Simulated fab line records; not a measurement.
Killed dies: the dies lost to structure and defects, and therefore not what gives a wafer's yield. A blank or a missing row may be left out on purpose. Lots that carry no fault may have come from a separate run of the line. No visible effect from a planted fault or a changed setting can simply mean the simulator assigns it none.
fab line records	flow n5Finfet	part 1 of 2: steps 1 to 21 of 30
record: lots: 5	wafers: 15	lastDay: 18
route steps=1938 shown BEOL_M15@1825 PASS1_DEP@1831 MIM_BOT@1832 MIM_TOP@1834 MIM_TOP_LITHO@1839 MIM_TOP_ETCH@1851 MIM_BOT_LITHO@1854
lots that met no fault: taken from a fault-free run of the same line
startH: start of the lot's first displayed wafer, in hours after the record's first day	waitH: how many hours have passed since the lot's step before this one	" identical to the entry in the row above	L1.1+2: a row that stands for several wafers	- either no value or no given start	* or withheld: withheld	< > ~ a bound
route shown NAME@n: names a module that has steps shown in the file, with the first one's number in the route	usual: average and standard deviation across the fault-free wafers	same: alike in all rows	chamber/n: place in a boat	sites: each site's reading	_std_site: standard deviation of those values	_edge_site: inner sites' mean taken away from outer sites' mean	radiusMm: for every site, how far away it sits from the centre of the wafer	mask NAME#n: copy n	behind: the tool/chamber that last shaped the wafer	hold: why the lot went on hold/how many hours it stayed there/how the hold came to an end	device: transistor that didn't switch, given as n, p or np	end of line: the route-end tests of the same wafers	a step given without rows: its recipe and nothing more	killed: at the first sort, the dies lost to defects and structure; wafer yield is something else	map: per-die view of a wafer (x killed, . not killed, _ where there is no die)
set.NAME: the setting the step ran with; set.NAME@STEP: the setting that earlier step ran with	model.NAME: the simulator's own value behind a step, which no gauge read
a table for each step, a row for each wafer; lots at some steps of the route
services: when a tool's chamber went out of use (startH, in hours from the record's first day, below 0 if earlier), for how many hours, and the reason
== steps ==
step: N5_BEOL_M15_THK_MEAS_50
recipe: thkMeasGauge: xrf	reads: Cu_of_BEOL_M15_ECD_47
usual: M15_THK: 855/22
lot.wafer	tool	chamber	startH	waitH	M15_THK[nm]
L074.4	filmMetro-01	-	250.52	-	872
L074.5	"	-	"	"	830
L074.6	"	-	"	"	876
L079.4	filmMetro-01	-	275.62	-	853
L079.5	"	-	"	"	854
L079.6	"	-	"	"	803
L086.1	filmMetro-02	-	336.76	-	853
L086.2	"	-	"	"	858
L086.5	"	-	"	"	857
L089.1	filmMetro-02	-	343.52	-	864
L089.3	"	-	"	"	859
L089.6	"	-	"	"	801
L097.1	filmMetro-02	-	419.62	-	862
L097.3	"	-	"	"	853
L097.4	"	-	"	"	867
step: N5_BEOL_M15_PRE_CLEAN_52
recipe: gas: NH3	timeS: 15	tempC: withheld	rfPowerW: 300
same: timeS: 15
lot.wafer	tool	chamber	startH	waitH
L074.4+5+6	pecvd-03	0,1,2	250.56	0.0
L079.4+5+6	pecvd-04	2,0,1	275.67	0.0
L086.1+2+5	pecvd-04	1,0,2	336.80	0.0
L089.1+3+6	pecvd-03	2,1,0	343.55	0.0
L097.1+3+4	pecvd-02	1,0,1	419.65	0.0
step: N5_BEOL_M15_DEP_53
recipe: material: SiCN	targetThkA: 500	tempC: withheld	precursor: 3MS/NH3	pressureTorr: 3	rfW: 675	timeS: 17.8
usual: showerheadPlenumPTorr: 4.17/0.031	throttleValvePct: 18.2/0.55
same: timeS: 17.8
lot.wafer	tool	chamber	startH	waitH	showerheadPlenumPTorr	throttleValvePct
L074.4	pecvd-03	0	250.59	0.0	4.13	18.2
L074.5	"	1	"	"	4.18	18.7
L074.6	"	2	"	"	4.15	17.1
L079.4	pecvd-04	2	275.70	0.0	4.23	17.5
L079.5	"	0	"	"	4.19	17.9
L079.6	"	1	"	"	4.16	17.9
L086.1	pecvd-04	1	336.83	0.0	4.17	17.9
L086.2	"	0	"	"	4.19	18.1
L086.5	"	2	"	"	4.23	17.8
L089.1	pecvd-03	2	343.58	0.0	4.16	17.5
L089.3	"	1	"	"	4.17	18.5
L089.6	"	0	"	"	4.13	18.2
L097.1	pecvd-02	1	419.68	0.0	4.20	18.9
L097.3	"	0	"	"	4.19	18.8
L097.4	"	1	"	"	4.19	18.8
step: N5_BEOL_M15_RS_MEAS_54
recipe: thkMeasGauge: four-point-probe	reads: Cu_of_BEOL_M15_ECD_47+Ta_of_BEOL_M15_SPUTTER_44+TaN_of_BEOL_M15_SPUTTER_43
usual: M15_RS: 0.0217/0.00056
lot.wafer	tool	chamber	startH	waitH	M15_RS[ohm/sq]
L074.4	filmMetro-01	-	250.65	0.0	0.0211
L074.5	"	-	"	"	0.0222
L074.6	"	-	"	"	0.0211
L079.4	filmMetro-01	-	275.75	0.0	0.0217
L079.5	"	-	"	"	0.0215
L079.6	"	-	"	"	0.0230
L086.1	filmMetro-01	-	336.89	0.0	0.0216
L086.2	"	-	"	"	0.0215
L086.5	"	-	"	"	0.0214
L089.1	filmMetro-02	-	343.65	0.0	0.0213
L089.3	"	-	"	"	0.0213
L089.6	"	-	"	"	0.0230
L097.1	filmMetro-02	-	419.74	0.0	0.0215
L097.3	"	-	"	"	0.0217
L097.4	"	-	"	"	0.0214
step: N5_BEOL_M15_INSPECT_55
recipe: inspectInstrument: darkfield	mode: postDep
usual: rawDefectCount: 70/22
lot.wafer	tool	chamber	startH	waitH	rawDefectCount
L074.4	defectInspect-01	-	250.67	0.0	75
L074.5	"	-	"	"	85
L074.6	"	-	"	"	54
L079.4	defectInspect-01	-	275.78	0.0	37
L079.5	"	-	"	"	89
L079.6	"	-	"	"	77
L086.1	defectInspect-02	-	336.92	0.0	41
L086.2	"	-	"	"	64
L086.5	"	-	"	"	56
L089.1	defectInspect-02	-	343.67	0.0	45
L089.3	"	-	"	"	55
L089.6	"	-	"	"	54
L097.1	defectInspect-02	-	419.77	0.0	43
L097.3	"	-	"	"	59
L097.4	"	-	"	"	54
step: N5_BEOL_M15_RC_MEAS_101
usual: COMB_M10: 1.6e-11/3.2e-12	COMB_M11: 1.47e-11/2.9e-12	COMB_M12: 6.7e-12/1.3e-12	COMB_M13: 5.2e-12/1.2e-12	COMB_M14: 3.7e-12/6.8e-13	COMB_M15: 2.7e-12/5.8e-13	COMB_M15_max_site: 3.9e-12/9.1e-13	COMB_M5: 3.5e-11/6.7e-12	COMB_M6: 2.4e-11/4.9e-12	COMB_M7: 2.6e-11/6.1e-12	COMB_M8: 2.6e-11/5.6e-12	COMB_M8_max_site: 3.7e-11/8.8e-12	COMB_M9: 1.5e-11/3.1e-12	SERP_M10: 3.12/0.11	SERP_M11: 3.05/0.11	SERP_M12: 0.634/0.02	SERP_M13: 0.310/0.0076	SERP_M13_max_site: 0.313/0.0076	SERP_M14: 0.164/0.0083	SERP_M14_max_site: 0.166/0.0084	SERP_M5: 38.8/2.2	SERP_M6: 14.0/0.74	SERP_M6_max_site: 14.6/0.87	SERP_M7: 13.7/0.61	SERP_M8: 13.6/0.69	SERP_M9: 3.04/0.096
lot.wafer	tool	chamber	startH	waitH	COMB_M10[S/m]	COMB_M11[S/m]	COMB_M12[S/m]	COMB_M13[S/m]	COMB_M14[S/m]	COMB_M15[S/m]	COMB_M15_max_site[S/m]	COMB_M5[S/m]	COMB_M6[S/m]	COMB_M7[S/m]	COMB_M8[S/m]	COMB_M8_max_site[S/m]	COMB_M9[S/m]	SERP_M10[ohm/um]	SERP_M11[ohm/um]	SERP_M12[ohm/um]	SERP_M13[ohm/um]	SERP_M13_max_site[ohm/um]	SERP_M14[ohm/um]	SERP_M14_max_site[ohm/um]	SERP_M5[ohm/um]	SERP_M6[ohm/um]	SERP_M6_max_site[ohm/um]	SERP_M7[ohm/um]	SERP_M8[ohm/um]	SERP_M9[ohm/um]
L074.4	prober-01	0	251.81	1.1	1.8e-11	1.49e-11	5.9e-12	6.2e-12	3.1e-12	2.4e-12	3.9e-12	3.5e-11	2.1e-11	3.3e-11	2.7e-11	3.4e-11	1.4e-11	3.17	2.87	0.638	0.305	0.306	0.160	0.162	40.6	15.0	16.7	14.1	13.6	3.17
L074.5	"	0	"	"	1.5e-11	1.29e-11	5.6e-12	6.1e-12	4e-12	3e-12	4.3e-12	3.3e-11	2.1e-11	2.2e-11	3.1e-11	4.5e-11	2.1e-11	3.12	3.02	0.629	0.313	0.318	0.166	0.167	40.2	14.5	15.4	13.4	15.2	3.09
L074.6	"	0	"	"	1.6e-11	1.29e-11	3.3e-12	5e-12	3e-12	2.2e-12	2.9e-12	3.3e-11	1.9e-11	2.7e-11	2.5e-11	3.2e-11	1.6e-11	3.29	3.01	0.633	0.293	0.298	0.168	0.170	41.3	16.6	17.0	14.4	13.4	3.07
L079.4	prober-01	0	276.26	0.5	1e-11	1.81e-11	5.8e-12	5.4e-12	2.8e-12	3.1e-12	3.9e-12	4.3e-11	2.4e-11	2.2e-11	2.6e-11	4.1e-11	1e-11	3.04	3.07	0.632	0.316	0.321	0.166	0.168	40.8	14.2	14.8	14.4	13.5	3.09
L079.5	"	0	"	"	1.7e-11	1.86e-11	4.5e-12	4.5e-12	4.9e-12	2.7e-12	3.3e-12	4.1e-11	2.5e-11	2.2e-11	3.2e-11	5e-11	1.3e-11	3.20	2.97	0.627	0.298	0.301	0.173	0.174	36.0	14.3	15.0	14.9	13.0	2.97
L079.6	"	0	"	"	1.5e-11	1.54e-11	7.2e-12	6.2e-12	3.3e-12	3.7e-12	6.9e-12	4.1e-11	3.4e-11	2.5e-11	2.6e-11	3.5e-11	1.3e-11	3.14	3.13	0.631	0.305	0.308	0.160	0.161	39.5	14.2	15.0	13.4	13.4	3.04
L086.1	prober-01	0	336.94	0.0	1.8e-11	1.89e-11	5.9e-12	3.5e-12	4.1e-12	2.6e-12	3.3e-12	3.4e-11	2.7e-11	3.4e-11	2.1e-11	2.8e-11	1.4e-11	3.21	2.97	0.624	0.318	0.321	0.180	0.183	37.6	15.4	16.4	14.4	13.5	2.89
L086.2	"	0	"	"	1.4e-11	1.69e-11	6.1e-12	4e-12	3.4e-12	2.8e-12	4.2e-12	3.7e-11	2e-11	2.2e-11	2.5e-11	3.5e-11	1.4e-11	3.24	2.95	0.631	0.305	0.307	0.156	0.158	34.1	13.3	13.6	13.1	13.5	2.94
L086.5	"	0	"	"	9e-12	2.16e-11	6.9e-12	3.7e-12	4.5e-12	3e-12	4.4e-12	4.5e-11	2.6e-11	2.3e-11	2.5e-11	3.1e-11	1.4e-11	3.15	2.97	0.615	0.306	0.309	0.167	0.169	37.4	13.7	14.6	13.7	13.6	3.04
L089.1	prober-02	0	343.70	0.0	2.1e-11	1.53e-11	7.2e-12	6.2e-12	3.9e-12	3.7e-12	5.3e-12	4.5e-11	1.4e-11	2.8e-11	3.5e-11	4.6e-11	1.1e-11	3.16	2.97	0.620	0.309	0.312	0.166	0.169	36.9	15.2	15.6	13.7	14.0	3.19
L089.3	"	0	"	"	1.6e-11	1.32e-11	5.5e-12	5.6e-12	3.8e-12	2.8e-12	4.1e-12	4.2e-11	1.7e-11	3.8e-11	3.7e-11	4.5e-11	1.8e-11	3.00	2.94	0.623	0.315	0.321	0.166	0.167	38.1	13.9	14.8	13.6	13.6	3.10
L089.6	"	0	"	"	1.4e-11	1.15e-11	5.2e-12	6.7e-12	3.4e-12	2.9e-12	4e-12	3e-11	1.3e-11	3e-11	2.8e-11	3.5e-11	1.6e-11	3.26	2.91	0.662	0.307	0.312	0.165	0.167	37.0	14.9	15.7	13.0	12.6	2.91
L097.1	prober-01	0	419.80	0.0	1.3e-11	1.5e-11	5.9e-12	4.6e-12	4.2e-12	2.5e-12	4.5e-12	4e-11	2.4e-11	3.2e-11	2e-11	2.5e-11	2.1e-11	3.12	3.11	0.676	0.330	0.334	0.180	0.181	37.1	14.3	14.9	13.7	13.7	2.99
L097.3	"	0	"	"	1.1e-11	1.89e-11	5.2e-12	5.7e-12	3e-12	2.3e-12	3.3e-12	3.3e-11	2.4e-11	3.5e-11	1.8e-11	3.3e-11	1.2e-11	2.98	2.97	0.662	0.308	0.310	0.173	0.176	38.2	13.8	14.2	13.7	14.0	2.93
L097.4	"	0	"	"	1.3e-11	1.5e-11	7.7e-12	3.8e-12	4.7e-12	1.9e-12	2.4e-12	3.1e-11	2.3e-11	2.5e-11	1.9e-11	3.2e-11	2.1e-11	3.10	3.17	0.671	0.325	0.328	0.169	0.169	37.4	14.6	16.4	12.6	13.4	2.97
step: N5_PASSIVATION_PECVD_00
recipe: material: SiO2	targetThkA: 2000	tempC: 400	precursor: SiH4/N2O	pressureTorr: 2.7	rfW: 608	timeS: 11.2
usual: heaterPowerW: 670/120	showerheadPlenumPTorr: 8.24/0.14	throttleValvePct: 51.4/1.8
same: timeS: 11.2
lot.wafer	tool	chamber	startH	waitH	heaterPowerW	showerheadPlenumPTorr	throttleValvePct
L074.4	pecvd-02	1	252.32	0.4	690	8.32	54.4
L074.5	"	2	"	"	615	7.98	51.6
L074.6	"	0	"	"	591	8.28	52.6
L079.4	pecvd-04	2	276.79	0.4	904	8.45	50.2
L079.5	"	1	"	"	763	8.22	50.7
L079.6	"	0	"	"	633	8.34	51.6
L086.1	pecvd-04	0	337.92	0.8	723	8.31	51.5
L086.2	"	1	"	"	851	8.19	50.7
L086.5	"	1	"	"	875	8.20	50.6
L089.1	pecvd-04	2	344.66	0.8	867	8.48	50.9
L089.3	"	1	"	"	876	8.20	50.7
L089.6	"	1	"	"	896	8.20	50.5
L097.1	pecvd-01	1	420.77	0.8	531	8.14	49.1
L097.3	"	0	"	"	758	8.34	51.7
L097.4	"	1	"	"	550	8.12	49.1
step: N5_MIM_BOT_DEGAS_01
recipe: ambient: vacuum	tempC: 300	timeS: 60
usual: heaterPowerW: 445/49
same: timeS: 60
lot.wafer	tool	chamber	startH	waitH	heaterPowerW
L074.4	pvdSputter-02	-	254.62	2.3	509
L074.5	"	-	"	"	481
L074.6	"	-	"	"	504
L079.4	pvdSputter-02	-	277.15	0.3	480
L079.5	"	-	"	"	470
L079.6	"	-	"	"	447
L086.1	pvdSputter-03	-	341.73	3.8	532
L086.2	"	-	"	"	430
L086.5	"	-	"	"	432
L089.1	pvdSputter-01	-	345.16	0.5	455
L089.3	"	-	"	"	411
L089.6	"	-	"	"	484
L097.1	pvdSputter-03	-	422.10	1.3	525
L097.3	"	-	"	"	373
L097.4	"	-	"	"	430
step: N5_MIM_BOT_SPUTTER_00
recipe: material: TiN	targetThkA: 350	tempC: 200	powerW: 3000	chamberPressurePa: 0.49996	gas: Ar	reactivePartialPa: 0.37997	timeS: 89.7
usual: throttleValvePct: 29.9/0.82
same: timeS: 89.7
lot.wafer	tool	chamber	startH	waitH	throttleValvePct
L074.4	pvdSputter-02	-	254.66	0.0	27.5
L074.5	"	-	"	"	30.7
L074.6	"	-	"	"	28.0
L079.4	pvdSputter-02	-	277.19	0.0	30.5
L079.5	"	-	"	"	31.0
L079.6	"	-	"	"	29.0
L086.1	pvdSputter-03	-	341.77	0.0	29.2
L086.2	"	-	"	"	30.0
L086.5	"	-	"	"	30.1
L089.1	pvdSputter-01	-	345.20	0.0	29.1
L089.3	"	-	"	"	29.5
L089.6	"	-	"	"	30.0
L097.1	pvdSputter-03	-	422.14	0.0	29.2
L097.3	"	-	"	"	29.6
L097.4	"	-	"	"	30.1
step: N5_MIM_TOP_ALD_00
recipe: material: Al2O3	targetThkA: *	tempC: withheld	aldPrecursorFamily: TMA	aldCoReactant: O3	pulseTimeS: withheld	purgeTimeS: 3	coReactantPurgeTimeS: withheld	coReactantPulseTimeS: 3	aldCycles: withheld
usual: precursorPulseHeightRel: 0.999/0.019
lot.wafer	tool	chamber	startH	waitH	precursorPulseHeightRel
L074.4	aldHk-03	0	254.77	0.1	1.007
L074.5	"	1	"	"	0.997
L074.6	"	2	"	"	1.010
L079.4	aldHk-02	3	277.29	0.1	0.986
L079.5	"	2	"	"	1.004
L079.6	"	1	"	"	0.993
L086.1	aldHk-02	1	341.87	0.1	1.027
L086.2	"	0	"	"	0.974
L086.5	"	2	"	"	1.006
L089.1	aldHk-01	3	345.30	0.1	0.994
L089.3	"	2	"	"	1.008
L089.6	"	1	"	"	1.011
L097.1	aldHk-03	1	422.24	0.1	1.024
L097.3	"	2	"	"	0.966
L097.4	"	0	"	"	1.035
step: N5_MIM_TOP_ALD_01
recipe: material: HfO2	targetThkA: 56	tempC: withheld	aldPrecursorFamily: Hf-amide	aldCoReactant: O3	pulseTimeS: 1	purgeTimeS: 3	coReactantPurgeTimeS: 2	coReactantPulseTimeS: 3	aldCycles: 62
usual: precursorPulseHeightRel: 0.999/0.021
lot.wafer	tool	chamber	startH	waitH	precursorPulseHeightRel
L074.4	aldHk-03	0	-	-	0.991
L074.5	"	1	"	"	0.986
L074.6	"	2	"	"	1.011
L079.4	aldHk-02	3	-	-	0.956
L079.5	"	2	"	"	1.026
L079.6	"	1	"	"	1.015
L086.1	aldHk-02	1	-	-	1.021
L086.2	"	0	"	"	0.998
L086.5	"	2	"	"	1.030
L089.1	aldHk-01	3	-	-	1.007
L089.3	"	2	"	"	1.040
L089.6	"	1	"	"	0.991
L097.1	aldHk-03	1	-	-	1.004
L097.3	"	2	"	"	0.986
L097.4	"	0	"	"	1.018
step: N5_MIM_TOP_ALD_02
recipe: material: Al2O3	targetThkA: *	tempC: withheld	aldPrecursorFamily: TMA	aldCoReactant: O3	pulseTimeS: withheld	purgeTimeS: 3	coReactantPurgeTimeS: withheld	coReactantPulseTimeS: 3	aldCycles: withheld
usual: precursorPulseHeightRel: 1.001/0.02
lot.wafer	tool	chamber	startH	waitH	precursorPulseHeightRel
L074.4	aldHk-03	0	-	-	1.009
L074.5	"	1	"	"	1.019
L074.6	"	2	"	"	0.991
L079.4	aldHk-02	3	-	-	1.024
L079.5	"	2	"	"	0.984
L079.6	"	1	"	"	0.929
L086.1	aldHk-02	1	-	-	1.012
L086.2	"	0	"	"	0.995
L086.5	"	2	"	"	0.986
L089.1	aldHk-01	3	-	-	0.980
L089.3	"	2	"	"	0.946
L089.6	"	1	"	"	1.009
L097.1	aldHk-03	1	-	-	1.001
L097.3	"	2	"	"	1.000
L097.4	"	0	"	"	1.028
step: N5_MIM_TOP_DEGAS_04
recipe: ambient: vacuum	tempC: 300	timeS: 60
usual: heaterPowerW: 451/45
same: timeS: 60
lot.wafer	tool	chamber	startH	waitH	heaterPowerW
L074.4	pvdSputter-03	-	255.40	-	522
L074.5	"	-	"	"	515
L074.6	"	-	"	"	394
L079.4	pvdSputter-02	-	278.59	-	470
L079.5	"	-	"	"	443
L079.6	"	-	"	"	472
L086.1	pvdSputter-01	-	342.75	-	430
L086.2	"	-	"	"	463
L086.5	"	-	"	"	453
L089.1	pvdSputter-01	-	345.76	-	446
L089.3	"	-	"	"	462
L089.6	"	-	"	"	483
L097.1	pvdSputter-03	-	422.80	-	375
L097.3	"	-	"	"	427
L097.4	"	-	"	"	396
step: N5_MIM_TOP_SPUTTER_03
recipe: material: TiN	targetThkA: 350	tempC: 200	powerW: 3000	chamberPressurePa: 0.49996	gas: Ar	reactivePartialPa: 0.37997	timeS: 89.7
usual: throttleValvePct: 29.8/0.82
same: timeS: 89.7
lot.wafer	tool	chamber	startH	waitH	throttleValvePct
L074.4	pvdSputter-03	-	255.44	0.0	29.5
L074.5	"	-	"	"	29.5
L074.6	"	-	"	"	30.7
L079.4	pvdSputter-02	-	278.63	0.0	30.8
L079.5	"	-	"	"	28.8
L079.6	"	-	"	"	30.8
L086.1	pvdSputter-01	-	342.79	0.0	30.6
L086.2	"	-	"	"	29.1
L086.5	"	-	"	"	28.9
L089.1	pvdSputter-01	-	345.80	0.0	30.9
L089.3	"	-	"	"	29.0
L089.6	"	-	"	"	29.7
L097.1	pvdSputter-03	-	422.84	0.0	29.4
L097.3	"	-	"	"	30.0
L097.4	"	-	"	"	30.8
step: N5_MIM_TOP_LITHO_HMDS_01
recipe: timeS: 60	tempC: 120
same: timeS: 60
lot.wafer	tool	chamber	startH	waitH
L074.4+5+6	lithoTrack-02	0	255.55	0.1
L079.4+5+6	lithoTrack-01	0	278.74	0.1
L086.1+2+5	lithoTrack-01	0	342.90	0.1
L089.1+3+6	lithoTrack-01	0	345.91	0.1
L097.1+3+4	lithoTrack-01	0	422.95	0.1
step: N5_MIM_TOP_LITHO_COAT_02
recipe: spinRpm: *	resistThkNm: *
lot.wafer	tool	chamber	startH	waitH
L074.4+5+6	lithoTrack-02	0	-	-
L079.4+5+6	lithoTrack-01	0	-	-
L086.1+2+5	lithoTrack-01	0	-	-
L089.1+3+6	lithoTrack-01	0	-	-
L097.1+3+4	lithoTrack-01	0	-	-
step: N5_MIM_TOP_LITHO_EBR_04
recipe: solvent: PGMEA	ebrWidthMm: 1.5
lot.wafer	tool	chamber	startH	waitH
L074.4+5+6	lithoTrack-02	0	-	-
L079.4+5+6	lithoTrack-01	0	-	-
L086.1+2+5	lithoTrack-01	0	-	-
L089.1+3+6	lithoTrack-01	0	-	-
L097.1+3+4	lithoTrack-01	0	-	-
step: N5_MIM_TOP_LITHO_SOFTBAKE_03
recipe: tempC: 100	timeS: 90
same: timeS: 90
lot.wafer	tool	chamber	startH	waitH
L074.4+5+6	lithoTrack-02	0	-	-
L079.4+5+6	lithoTrack-01	0	-	-
L086.1+2+5	lithoTrack-01	0	-	-
L089.1+3+6	lithoTrack-01	0	-	-
L097.1+3+4	lithoTrack-01	0	-	-
step: N5_MIM_TOP_LITHO_EXPOSE_05
recipe: maskId: MIM_TOP	na: 0.55	sourceShape: conventional	sigmaOuter: 0.8	polarization: unpolarized	targetCdNm: 2000	doseMj: 20.5
usual: exposureDoseMJCm2: 20.479/0.018
same: sigmaOuter: 0.8
lot.wafer	tool	chamber	startH	waitH	mask	exposureDoseMJCm2
L074.4	krfScanner-02	0	255.68	-	MIM_TOP#0	20.482
L074.5	"	0	"	"	MIM_TOP#0	20.488
L074.6	"	0	"	"	MIM_TOP#0	20.526
L079.4	krfScanner-02	0	278.99	-	MIM_TOP#0	20.512
L079.5	"	0	"	"	MIM_TOP#0	20.499
L079.6	"	0	"	"	MIM_TOP#0	20.487
L086.1	krfScanner-02	0	343.01	-	MIM_TOP#0	20.493
L086.2	"	0	"	"	MIM_TOP#0	20.471
L086.5	"	0	"	"	MIM_TOP#0	20.468
L089.1	krfScanner-01	0	346.14	-	MIM_TOP#0	20.458
L089.3	"	0	"	"	MIM_TOP#0	20.493
L089.6	"	0	"	"	MIM_TOP#0	20.452
L097.1	krfScanner-02	0	423.18	-	MIM_TOP#0	20.479
L097.3	"	0	"	"	MIM_TOP#0	20.489
L097.4	"	0	"	"	MIM_TOP#0	20.484
step: N5_MIM_TOP_LITHO_PEB_06
recipe: pebTempC: withheld	pebTimeS: *
lot.wafer	tool	chamber	startH	waitH
L074.4+5+6	lithoTrack-05	0	255.72	0.0
L079.4+5+6	lithoTrack-05	0	279.03	0.0
L086.1+2+5	lithoTrack-05	0	343.07	0.1
L089.1+3+6	lithoTrack-02	0	346.20	0.1
L097.1+3+4	lithoTrack-02	0	423.24	0.1
step: N5_MIM_TOP_LITHO_DEVELOP_07
recipe: developTimeS: 60	rinseLiquid: diw	dry: airSpin	devTempC: 21
lot.wafer	tool	chamber	startH	waitH
L074.4+5+6	lithoTrack-05	0	-	-
L079.4+5+6	lithoTrack-05	0	-	-
L086.1+2+5	lithoTrack-05	0	-	-
L089.1+3+6	lithoTrack-02	0	-	-
L097.1+3+4	lithoTrack-02	0	-	-
